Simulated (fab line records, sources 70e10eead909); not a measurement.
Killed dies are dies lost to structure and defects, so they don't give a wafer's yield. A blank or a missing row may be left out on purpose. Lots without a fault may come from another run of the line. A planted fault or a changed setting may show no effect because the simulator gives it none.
Chamber matching | flow nand_harc | NHARC_P_BONDPAD_CMP_19 on cmp-01: 4 sister chambers
The step polishes, t overpolish 30 s, cu recess touch 16 s, target thk 160.81 nm. 4 wafers are shown with their chamber, then 8 later ones without.

WAFERS WITH THEIR CHAMBER
wafer  | chamber | motor_current_A (A)
L089.6 | 0       | 14.2
L090.4 | 3       | 10.8
L090.5 | 2       | 11.9
L091.1 | 1       | 11.2

WAFERS WITHOUT THEIR CHAMBER
wafer  | motor_current_A (A)
L091.3 | 11.1
L091.4 | 14.2
L094.1 | 12.0
L094.2 | 11.3
L094.4 | 12.4
L096.1 | 14.7
L096.2 | 11.6
L096.6 | 14.1

WHICH CHAMBER EACH WENT THROUGH
wafer  | from the rows above          | in truth
L091.3 | can't be placed: 1 or 3      | 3
L091.4 | 0                            | 0
L094.1 | 2                            | 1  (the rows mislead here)
L094.2 | can't be placed: 1 or 3 or 2 | 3
L094.4 | 2                            | 2
L096.1 | 0                            | 0
L096.2 | can't be placed: 2 or 1 or 3 | 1
L096.6 | 0                            | 0
Placed correctly: 4 of 8. Can't be placed from these rows: 3 (the true chamber is among the candidates in 3). Placed wrongly: 1.
How it was worked out, from the rows above alone: a wafer's distance from a chamber is the root of the sum, over the readings, of the square of ((its reading less the chamber's mean) divided by the reading's scatter). The wafer belongs to the nearest chamber; if the next one is less than 2 further off, it can't be placed. A chamber's mean is the mean of its shown wafers. The scatter: with one shown wafer a chamber, the root of the mean of the squares of how far each hidden wafer lies from its nearest shown one.
